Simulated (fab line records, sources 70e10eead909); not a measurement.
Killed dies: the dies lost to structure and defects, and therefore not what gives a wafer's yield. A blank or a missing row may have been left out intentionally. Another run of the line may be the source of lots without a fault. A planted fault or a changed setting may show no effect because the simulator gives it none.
Matching of chambers | flow nandHarc | NHARC_A_STAIRCASE_ETCH_444 on rieDiel-11 has 4 sister chambers
The step etches the open film in C4F8/O2, target depth 10200 nm, time 3400 s. 4 wafers are shown with their chamber, then 11 later ones without.

WAFERS, EACH WITH ITS CHAMBER
wafer  | chamber | rfVppV (V)
L082.3 | 3       | 808
L088.4 | 0       | 808
L086.5 | 2       | 811
L090.1 | 1       | 808

WAFERS WITHOUT THEIR CHAMBER
wafer  | rfVppV (V)
L090.2 | 807
L090.4 | 809
L091.2 | 807
L091.3 | 808
L091.6 | 806
L094.1 | 811
L094.2 | 809
L094.6 | 810
L096.1 | 807
L096.2 | 808
L096.4 | 807

THE CHAMBER EACH PASSED THROUGH
wafer  | from the rows above               | in truth
L090.2 | can't be placed: 0 or 1 or 3      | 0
L090.4 | can't be placed: 0 or 1 or 3 or 2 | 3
L091.2 | can't be placed: 0 or 1 or 3      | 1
L091.3 | can't be placed: 0 or 1 or 3      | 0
L091.6 | can't be placed: 0 or 1 or 3      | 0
L094.1 | 2                                 | 2
L094.2 | can't be placed: 0 or 1 or 3 or 2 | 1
L094.6 | can't be placed: 2 or 0 or 1 or 3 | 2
L096.1 | can't be placed: 0 or 1 or 3      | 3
L096.2 | can't be placed: 0 or 1 or 3      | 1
L096.4 | can't be placed: 0 or 1 or 3      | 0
1 of 11 placed correctly. Can't be placed from these rows: 10 (the true chamber is among the candidates in 10). Wrongly placed: 0.
How it was worked out, from the rows above alone: a wafer's distance from a chamber is the root of the sum, over the readings, of the square of ((its reading less the chamber's mean) divided by the reading's scatter). The wafer belongs to the nearest chamber; if the next one is less than 2 further off, it can't be placed. Each chamber's mean is taken over the wafers shown for it. The scatter: root of mean squared gap, hidden wafer to nearest shown wafer, with one shown wafer a chamber.
